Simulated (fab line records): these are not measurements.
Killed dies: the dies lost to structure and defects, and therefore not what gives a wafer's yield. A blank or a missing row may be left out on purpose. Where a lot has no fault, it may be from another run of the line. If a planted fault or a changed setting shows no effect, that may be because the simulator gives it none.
Split-lot experiment | flow n5 finfet | 21 wafers read across 7 lots, on a route 1938 steps long

== ON THE SPLIT ==
At N5_BEOL_M10_ETCH_62 (etches SOC in N2/H2, target depth 110 nm, overetch 22 nm, time 165 s), the setting time s was moved away from the recipe's 165 s on 9 of the 21 wafers read, by -20.2% to +20.6%. For the rest of the wafers, this setting stayed at what the recipe calls for.

== FROM THE SPLIT TO THE READING: what the file shows between them, 2 steps ==
- N5_BEOL_M10_STRIP_68: strips in N2/H2
- N5_BEOL_M10_STRIP_67: strips in CF4

== THE READING ==
etch.depth nm (the simulator's own value, which no gauge read), in nm, at N5_BEOL_M10_HM_OPEN_17 (chemistry Cl2/BCl3, target TiN, target depth 20 nm, overetch 6 nm). There is no usual value for it anywhere in the file. The 12 wafers here that ran the recipe average 20.00 nm, standard deviation 0.23 nm.

wafer  | tool, chamber at the split | time s as run, s | against the recipe | etch.depth nm, nm | against lot-mates on the recipe
L079.2 | rie diel-02, 1             | 165              | recipe             | 20.1              | -
L079.5 | rie diel-02, 0,3           | 188.4            | +14.2%             | 17.73             | -2.37
L079.6 | rie diel-02, 0,3           | 188.4            | +14.2%             | 17.94             | -2.16
L080.1 | rie diel-02, 2,0           | 165              | recipe             | 19.87             | -
L080.2 | rie diel-02, 2,0           | 165              | recipe             | 19.75             | -
L080.3 | rie diel-02, 1             | 199              | +20.6%             | 16.29             | -3.52
L082.4 | rie diel-01, 3,0           | 165              | recipe             | 20.33             | -
L082.5 | rie diel-01, 3,0           | 165              | recipe             | 20.16             | -
L082.6 | rie diel-01, 3             | 146.4            | -11.3%             | 20.29             | +0.05
L088.1 | rie diel-04, 1,0,0         | 165              | recipe             | 20.24             | -
L088.2 | rie diel-04, 1,0,0         | 165              | recipe             | 19.54             | -
L088.5 | rie diel-04, 1,0,0         | 165              | recipe             | 19.79             | -
L090.1 | rie diel-04, 0,3           | 165              | recipe             | 19.95             | -
L090.3 | rie diel-04, 1             | 152.5            | -7.6%              | 20.08             | +0.16
L090.4 | rie diel-04, 0,3           | 165              | recipe             | 19.89             | -
L094.2 | rie diel-04, 3,0,2         | 131.6            | -20.2%             | 19.49             | no lot-mate on the recipe
L094.3 | rie diel-04, 3,0,2         | 131.6            | -20.2%             | 19.91             | no lot-mate on the recipe
L094.4 | rie diel-04, 3,0,2         | 131.6            | -20.2%             | 19.7              | no lot-mate on the recipe
L097.1 | rie diel-01, 1,2           | 165              | recipe             | 20.11             | -
L097.2 | rie diel-01, 0             | 178.9            | +8.4%              | 18.75             | -1.41
L097.4 | rie diel-01, 1,2           | 165              | recipe             | 20.21             | -
When a row names more than one chamber, that row covers several wafers, and the file does not tell which wafer ran in which chamber.

FIT RESULTS
A straight line over all 21 wafers: etch.depth nm changes by -0.0631 nm for each +1% of time s; r = -0.66; the points scatter about the line by 0.8 nm.
The same after taking each lot's own level away (the mean of its wafers on the recipe; 18 wafers): -0.131 nm for each +1%; r = -0.92; scatter 0.44 nm.
According to that fit, moving time s by its largest amount changes the reading by 2.7 nm.
Measured against the standard deviation above, the lots' own levels, which go from 19.810 to 20.245 nm, span 1.9 times it.
So the lot-to-lot level blurs the effect unless lot-mates are compared.
Check: for one of the wafers moved furthest among these (+20.6%), held out of the fit, the line's prediction against its lot-mates is -2.53 nm. Against them it came out at -3.52 nm.

== THESE WAFERS: OTHER SPLITS ==
Other splits were also applied to these wafers ahead of the reading. Each is held against what the fit with the lots' levels taken away leaves over:
other split on the same wafers    | wafers away from the commonest value | r with etch.depth nm (lot level and that fit taken away)
N5_BEOL_M9_HM_DEP_02 target thk a | 7                                    | +0.03
N5_BEOL_M10_COAT_60 spin rpm      | 5                                    | +0.20

== FILE'S OWN FIT ==
etch.depth nm changes by -0.134 nm for each +1% of time s, r = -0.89.
